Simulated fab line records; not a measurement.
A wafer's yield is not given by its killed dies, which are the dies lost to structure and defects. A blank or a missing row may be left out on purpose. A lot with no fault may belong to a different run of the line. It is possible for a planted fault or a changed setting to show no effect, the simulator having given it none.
Chamber matching -- flow n5 finfet -- N5_BEOL_M15_VIA_ETCH_16 on rie diel-01 has 3 sister chambers
The step etches SiO2 in C4F8/O2/Ar, target depth 1792.2 nm. 18 wafers are shown with their chamber, then 7 later ones without.

== EACH WAFER AND ITS CHAMBER ==
wafer,chamber,throttle valve pct (%),showerhead plenum p Torr (Torr),drypump motor current A (A)
L081.2,0,31.27,3.41,5.8
L081.3,2,31.01,3.51,5.5
L081.5,2,31.01,3.51,5.5
L080.1,1,31.20,3.40,6.1
L080.2,2,31.00,3.50,5.5
L080.6,2,31.00,3.50,5.5
L083.2,1,31.19,3.40,6.1
L083.3,2,31.01,3.50,5.5
L083.5,0,31.28,3.41,5.8
L084.1,2,31.01,3.50,5.5
L084.4,0,31.28,3.41,5.7
L084.6,0,31.27,3.41,5.7
L086.2,1,31.20,3.40,6.0
L086.3,1,31.19,3.40,6.0
L086.4,2,31.03,3.50,5.5
L088.2,1,31.20,3.39,6.0
L088.5,0,31.29,3.41,5.7
L088.6,1,31.20,3.39,6.0

SIGNATURES, as means of the wafers listed above
reading,chamber 0,chamber 1,chamber 2,scatter within a chamber
throttle valve pct,31.2780,31.1967,31.0100,0.00822
showerhead plenum p Torr,3.4100,3.3967,3.5029,0.00429
drypump motor current A,5.740,6.033,5.500,0.0411
Rule: distance of a wafer from a chamber = root of the sum over the readings of ((wafer's reading minus chamber's mean) / reading's scatter) squared. The wafer belongs to the nearest chamber; if the next one is less than 2 further off, it can't be placed. The scatter: take each reading less its chamber's mean, square it, sum over the shown wafers, divide by the number of wafers less the number of chambers, and take the root.

== WAFERS MISSING THEIR CHAMBER ==
wafer,throttle valve pct (%),showerhead plenum p Torr (Torr),drypump motor current A (A)
L091.3,31.28,3.41,5.7
L091.4,31.20,3.39,6.1
L091.6,31.27,3.41,5.7
L093.1,31.03,3.49,5.5
L093.4,31.11,3.39,6.0
L097.5,31.08,3.40,5.8
L097.6,31.13,3.38,6.1

== WHICH CHAMBER EACH ONE RAN IN ==
wafer,from the rows above,in truth
L091.3,0,0
L091.4,1,1
L091.6,0,0
L093.1,2,2
L093.4,1,1
L097.5,1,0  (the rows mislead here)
L097.6,1,1
Correctly placed: 6 of 7. Number that these rows cannot place: 0. Number placed wrongly: 1.
